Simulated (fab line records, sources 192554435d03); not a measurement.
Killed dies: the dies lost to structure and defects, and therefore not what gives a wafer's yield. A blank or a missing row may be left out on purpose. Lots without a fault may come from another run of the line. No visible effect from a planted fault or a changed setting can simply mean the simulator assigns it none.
Chamber matching | flow n5 finfet | N5_MOL_CONTACT_COAG_ETCH_67 on rie diel-05 has 4 sister chambers
The step etches SOC in N2/H2, target depth 60 nm, overetch 21 nm, time 101.2 s. 8 wafers are shown with their chamber, then 8 later ones without.

== WAFERS, EACH WITH ITS CHAMBER ==
wafer  | chamber | drypump motor current A (A) | showerhead plenum p Torr (Torr)
L078.2 | 3       | 4.9                         | 2.43
L089.2 | 1       | 6.4                         | 2.45
L089.5 | 3       | 4.8                         | 2.42
L089.6 | 0       | 5.9                         | 2.51
L090.2 | 0       | 5.9                         | 2.51
L090.5 | 2       | 5.2                         | 2.56
L090.6 | 1       | 6.4                         | 2.45
L091.4 | 2       | 5.2                         | 2.56

== WAFERS MISSING THEIR CHAMBER ==
wafer  | drypump motor current A (A) | showerhead plenum p Torr (Torr)
L091.5 | 5.2                         | 2.56
L091.6 | 4.8                         | 2.42
L092.2 | 5.2                         | 2.56
L092.3 | 5.9                         | 2.51
L092.5 | 6.4                         | 2.45
L097.1 | 6.4                         | 2.45
L097.2 | 4.9                         | 2.42
L097.6 | 6.4                         | 2.45

== CHAMBER TAKEN BY EACH ==
wafer  | from the rows above | in truth
L091.5 | 2                   | 2
L091.6 | 3                   | 3
L092.2 | 2                   | 2
L092.3 | 0                   | 0
L092.5 | 1                   | 1
L097.1 | 1                   | 1
L097.2 | 3                   | 3
L097.6 | 1                   | 1
Placed correctly: 8 of 8. Not placeable from these rows: 0. Placed wrongly: 0.
How it was worked out, from the rows above alone: a wafer's distance from a chamber is the root of the sum, over the readings, of the square of ((its reading less the chamber's mean) divided by the reading's scatter). If the next closest chamber is less than 2 further off than the closest, the wafer can't be placed; otherwise it belongs to the closest. The mean given for a chamber averages the wafers shown for that chamber. The scatter: take each reading less its chamber's mean, square it, sum over the shown wafers, divide by the number of wafers less the number of chambers, and take the root.
